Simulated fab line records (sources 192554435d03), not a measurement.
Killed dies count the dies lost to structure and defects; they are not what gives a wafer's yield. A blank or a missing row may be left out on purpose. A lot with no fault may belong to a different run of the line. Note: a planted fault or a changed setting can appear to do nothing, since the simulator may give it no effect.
Chamber matching :: flow n5_finfet :: N5_FIN_SAQP_HM_OPEN_73 on rie_diel-02 has 4 sister chambers
The step chemistry CHF3/O2, target SiO2, stops on a-Si, target depth 12 nm, time 16.8 s. 16 wafers are shown with their chamber, then 8 later ones without.

## WAFERS, EACH WITH ITS CHAMBER
wafer: L077.1
chamber: 3
showerhead_plenum_p_Torr (Torr): 2.51
rf_vpp_V (V): 525
drypump_motor_current_A (A): 5.6

wafer: L077.3
chamber: 2
showerhead_plenum_p_Torr (Torr): 2.30
rf_vpp_V (V): 504
drypump_motor_current_A (A): 5.9

wafer: L077.5
chamber: 3
showerhead_plenum_p_Torr (Torr): 2.51
rf_vpp_V (V): 525
drypump_motor_current_A (A): 5.7

wafer: L079.1
chamber: 2
showerhead_plenum_p_Torr (Torr): 2.30
rf_vpp_V (V): 505
drypump_motor_current_A (A): 5.9

wafer: L079.2
chamber: 1
showerhead_plenum_p_Torr (Torr): 2.35
rf_vpp_V (V): 524
drypump_motor_current_A (A): 5.6

wafer: L079.6
chamber: 1
showerhead_plenum_p_Torr (Torr): 2.35
rf_vpp_V (V): 525
drypump_motor_current_A (A): 5.7

wafer: L085.1
chamber: 0
showerhead_plenum_p_Torr (Torr): 2.42
rf_vpp_V (V): 516
drypump_motor_current_A (A): 5.3

wafer: L085.2
chamber: 1
showerhead_plenum_p_Torr (Torr): 2.34
rf_vpp_V (V): 525
drypump_motor_current_A (A): 5.6

wafer: L085.6
chamber: 1
showerhead_plenum_p_Torr (Torr): 2.34
rf_vpp_V (V): 525
drypump_motor_current_A (A): 5.7

wafer: L089.1
chamber: 3
showerhead_plenum_p_Torr (Torr): 2.50
rf_vpp_V (V): 525
drypump_motor_current_A (A): 5.6

wafer: L089.3
chamber: 2
showerhead_plenum_p_Torr (Torr): 2.29
rf_vpp_V (V): 504
drypump_motor_current_A (A): 5.9

wafer: L089.4
chamber: 0
showerhead_plenum_p_Torr (Torr): 2.42
rf_vpp_V (V): 516
drypump_motor_current_A (A): 5.3

wafer: L090.2
chamber: 2
showerhead_plenum_p_Torr (Torr): 2.29
rf_vpp_V (V): 505
drypump_motor_current_A (A): 5.9

wafer: L090.3
chamber: 0
showerhead_plenum_p_Torr (Torr): 2.42
rf_vpp_V (V): 518
drypump_motor_current_A (A): 5.3

wafer: L090.4
chamber: 3
showerhead_plenum_p_Torr (Torr): 2.50
rf_vpp_V (V): 527
drypump_motor_current_A (A): 5.7

wafer: L092.2
chamber: 1
showerhead_plenum_p_Torr (Torr): 2.34
rf_vpp_V (V): 524
drypump_motor_current_A (A): 5.7

SIGNATURES, as means of the wafers listed above
reading: showerhead_plenum_p_Torr
chamber 0: 2.4200
chamber 1: 2.3440
chamber 2: 2.2950
chamber 3: 2.5050
scatter within a chamber: 0.00516

reading: rf_vpp_V
chamber 0: 516.67
chamber 1: 524.60
chamber 2: 504.50
chamber 3: 525.50
scatter within a chamber: 0.81

reading: drypump_motor_current_A
chamber 0: 5.300
chamber 1: 5.660
chamber 2: 5.900
chamber 3: 5.650
scatter within a chamber: 0.0428
Rule: distance of a wafer from a chamber = root of the sum over the readings of ((wafer's reading minus chamber's mean) / reading's scatter) squared. The wafer belongs to the nearest chamber; if the next one is less than 2 further off, it can't be placed. How the scatter is found: for the shown wafers, subtract from each reading the mean of its chamber, square and add these, divide the total by (wafers less chambers), then take the root.

## WAFERS WHOSE CHAMBER IS MISSING
wafer: L092.5
showerhead_plenum_p_Torr (Torr): 2.42
rf_vpp_V (V): 517
drypump_motor_current_A (A): 5.3

wafer: L092.6
showerhead_plenum_p_Torr (Torr): 2.34
rf_vpp_V (V): 523
drypump_motor_current_A (A): 5.7

wafer: L093.1
showerhead_plenum_p_Torr (Torr): 2.29
rf_vpp_V (V): 505
drypump_motor_current_A (A): 5.9

wafer: L093.4
showerhead_plenum_p_Torr (Torr): 2.34
rf_vpp_V (V): 525
drypump_motor_current_A (A): 5.7

wafer: L093.5
showerhead_plenum_p_Torr (Torr): 2.42
rf_vpp_V (V): 517
drypump_motor_current_A (A): 5.3

wafer: L094.1
showerhead_plenum_p_Torr (Torr): 2.42
rf_vpp_V (V): 515
drypump_motor_current_A (A): 5.3

wafer: L094.5
showerhead_plenum_p_Torr (Torr): 2.42
rf_vpp_V (V): 516
drypump_motor_current_A (A): 5.3

wafer: L094.6
showerhead_plenum_p_Torr (Torr): 2.50
rf_vpp_V (V): 525
drypump_motor_current_A (A): 5.6

## EACH ONE'S CHAMBER
wafer: L092.5
from the rows above: 0
in truth: 0

wafer: L092.6
from the rows above: 1
in truth: 1

wafer: L093.1
from the rows above: 2
in truth: 2

wafer: L093.4
from the rows above: 1
in truth: 1

wafer: L093.5
from the rows above: 0
in truth: 0

wafer: L094.1
from the rows above: 0
in truth: 0

wafer: L094.5
from the rows above: 0
in truth: 0

wafer: L094.6
from the rows above: 3
in truth: 3
Correctly placed: 8 of 8. Not placeable from these rows: 0. Wrongly placed: 0.
